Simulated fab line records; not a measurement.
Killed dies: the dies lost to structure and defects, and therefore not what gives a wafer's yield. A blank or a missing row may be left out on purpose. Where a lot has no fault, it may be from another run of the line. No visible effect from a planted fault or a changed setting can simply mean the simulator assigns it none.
Matching of chambers / flow n5-finfet / N5_HKMG_FIN_STRIP_93 on rie-diel-06: 4 sister chambers
The step strips SOC in N2/H2, time 20 s. 16 wafers are shown with their chamber, then 8 later ones without.

WAFERS PAIRED WITH THEIR CHAMBERS
wafer=L074.2; chamber=1; drypump-motor-current-A (A)=4.9; showerhead-plenum-p-Torr (Torr)=3.29; throttle-valve-pct (%)=18.9
wafer=L074.3; chamber=0; drypump-motor-current-A (A)=5.2; showerhead-plenum-p-Torr (Torr)=3.30; throttle-valve-pct (%)=19.2
wafer=L074.4; chamber=2; drypump-motor-current-A (A)=5.4; showerhead-plenum-p-Torr (Torr)=3.22; throttle-valve-pct (%)=19.5
wafer=L079.1; chamber=1; drypump-motor-current-A (A)=4.9; showerhead-plenum-p-Torr (Torr)=3.28; throttle-valve-pct (%)=18.9
wafer=L079.4; chamber=3; drypump-motor-current-A (A)=6.7; showerhead-plenum-p-Torr (Torr)=3.30; throttle-valve-pct (%)=19.2
wafer=L079.6; chamber=1; drypump-motor-current-A (A)=4.8; showerhead-plenum-p-Torr (Torr)=3.28; throttle-valve-pct (%)=18.9
wafer=L080.2; chamber=3; drypump-motor-current-A (A)=6.7; showerhead-plenum-p-Torr (Torr)=3.30; throttle-valve-pct (%)=19.2
wafer=L080.4; chamber=0; drypump-motor-current-A (A)=5.2; showerhead-plenum-p-Torr (Torr)=3.29; throttle-valve-pct (%)=19.3
wafer=L080.5; chamber=2; drypump-motor-current-A (A)=5.4; showerhead-plenum-p-Torr (Torr)=3.22; throttle-valve-pct (%)=19.6
wafer=L085.1; chamber=0; drypump-motor-current-A (A)=5.2; showerhead-plenum-p-Torr (Torr)=3.29; throttle-valve-pct (%)=19.3
wafer=L085.2; chamber=2; drypump-motor-current-A (A)=5.4; showerhead-plenum-p-Torr (Torr)=3.21; throttle-valve-pct (%)=19.6
wafer=L085.5; chamber=0; drypump-motor-current-A (A)=5.2; showerhead-plenum-p-Torr (Torr)=3.29; throttle-valve-pct (%)=19.3
wafer=L089.2; chamber=1; drypump-motor-current-A (A)=4.9; showerhead-plenum-p-Torr (Torr)=3.27; throttle-valve-pct (%)=18.9
wafer=L089.3; chamber=2; drypump-motor-current-A (A)=5.4; showerhead-plenum-p-Torr (Torr)=3.20; throttle-valve-pct (%)=19.6
wafer=L089.6; chamber=3; drypump-motor-current-A (A)=6.7; showerhead-plenum-p-Torr (Torr)=3.29; throttle-valve-pct (%)=18.9
wafer=L093.1; chamber=0; drypump-motor-current-A (A)=5.2; showerhead-plenum-p-Torr (Torr)=3.28; throttle-valve-pct (%)=19.3

SIGNATURES (averages over the wafers above)
reading=drypump-motor-current-A; chamber 0=5.200; chamber 1=4.875; chamber 2=5.400; chamber 3=6.700; scatter within a chamber=0.025
reading=showerhead-plenum-p-Torr; chamber 0=3.2900; chamber 1=3.2800; chamber 2=3.2125; chamber 3=3.2967; scatter within a chamber=0.00786
reading=throttle-valve-pct; chamber 0=19.280; chamber 1=18.900; chamber 2=19.575; chamber 3=19.100; scatter within a chamber=0.0793
Rule: a wafer's distance from a chamber is the root of the sum, over the readings, of the square of ((its reading less the chamber's mean) divided by the reading's scatter). The wafer belongs to the nearest chamber; if the next one is less than 2 further off, it can't be placed. The scatter: the root of (the sum of the squares of (reading less its chamber's mean) over the shown wafers, divided by (wafers less chambers)).

WAFERS WHOSE CHAMBER IS MISSING
wafer=L093.3; drypump-motor-current-A (A)=4.9; showerhead-plenum-p-Torr (Torr)=3.26; throttle-valve-pct (%)=19.0
wafer=L093.5; drypump-motor-current-A (A)=6.7; showerhead-plenum-p-Torr (Torr)=3.29; throttle-valve-pct (%)=18.9
wafer=L095.2; drypump-motor-current-A (A)=6.7; showerhead-plenum-p-Torr (Torr)=3.29; throttle-valve-pct (%)=18.9
wafer=L095.3; drypump-motor-current-A (A)=5.4; showerhead-plenum-p-Torr (Torr)=3.20; throttle-valve-pct (%)=19.6
wafer=L095.5; drypump-motor-current-A (A)=6.7; showerhead-plenum-p-Torr (Torr)=3.29; throttle-valve-pct (%)=18.9
wafer=L096.2; drypump-motor-current-A (A)=5.2; showerhead-plenum-p-Torr (Torr)=3.27; throttle-valve-pct (%)=19.3
wafer=L096.4; drypump-motor-current-A (A)=6.7; showerhead-plenum-p-Torr (Torr)=3.29; throttle-valve-pct (%)=18.9
wafer=L096.6; drypump-motor-current-A (A)=5.4; showerhead-plenum-p-Torr (Torr)=3.20; throttle-valve-pct (%)=19.6

THE CHAMBER EACH PASSED THROUGH
wafer=L093.3; from the rows above=1; in truth=1
wafer=L093.5; from the rows above=3; in truth=3
wafer=L095.2; from the rows above=3; in truth=3
wafer=L095.3; from the rows above=2; in truth=2
wafer=L095.5; from the rows above=3; in truth=3
wafer=L096.2; from the rows above=0; in truth=0
wafer=L096.4; from the rows above=3; in truth=3
wafer=L096.6; from the rows above=2; in truth=2
Placed correctly: 8 of 8. Left unplaced by these rows: 0. Wrongly placed: 0.
